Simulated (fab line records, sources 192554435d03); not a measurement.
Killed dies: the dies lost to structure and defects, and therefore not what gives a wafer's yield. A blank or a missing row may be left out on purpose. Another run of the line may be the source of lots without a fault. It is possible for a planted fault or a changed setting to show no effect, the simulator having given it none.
Matching of chambers | flow n5 finfet | N5_BEOL_M5_CO_CAP_78 on cvd co-01: 3 sister chambers
The step material Co, precursor CCTBA/H2, target thk 2 nm, time 102.1 s. 3 wafers are shown with their chamber, then 12 later ones without.

## WAFERS WITH THEIR CHAMBER
wafer  | chamber | heater power w (W)
L088.1 | 2       | 203
L088.4 | 1       | 248
L088.6 | 0       | 256

## WAFERS WITH NO CHAMBER GIVEN
wafer  | heater power w (W)
L090.2 | 206
L090.3 | 250
L090.5 | 200
L093.2 | 195
L093.4 | 248
L093.6 | 254
L095.2 | 255
L095.4 | 196
L095.6 | 253
L096.1 | 255
L096.2 | 206
L096.6 | 251

## WHICH CHAMBER EACH WENT THROUGH
wafer  | from the rows above     | in truth
L090.2 | 2                       | 2
L090.3 | can't be placed: 1 or 0 | 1
L090.5 | 2                       | 2
L093.2 | 2                       | 2
L093.4 | 1                       | 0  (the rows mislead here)
L093.6 | can't be placed: 0 or 1 | 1
L095.2 | can't be placed: 0 or 1 | 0
L095.4 | 2                       | 2
L095.6 | can't be placed: 0 or 1 | 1
L096.1 | can't be placed: 0 or 1 | 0
L096.2 | 2                       | 2
L096.6 | can't be placed: 1 or 0 | 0
Correct placement for 5 of the 12. Not placeable from these rows: 6 (in 6, the candidates include the true chamber). Wrongly placed: 1.
How it was worked out, from the rows above alone: a wafer's distance from a chamber is the root of the sum, over the readings, of the square of ((its reading less the chamber's mean) divided by the reading's scatter). If the next closest chamber is less than 2 further off than the closest, the wafer can't be placed; otherwise it belongs to the closest. A chamber's mean is the mean of its shown wafers. The scatter: with one shown wafer a chamber, the root of the mean of the squares of how far each hidden wafer lies from its nearest shown one.
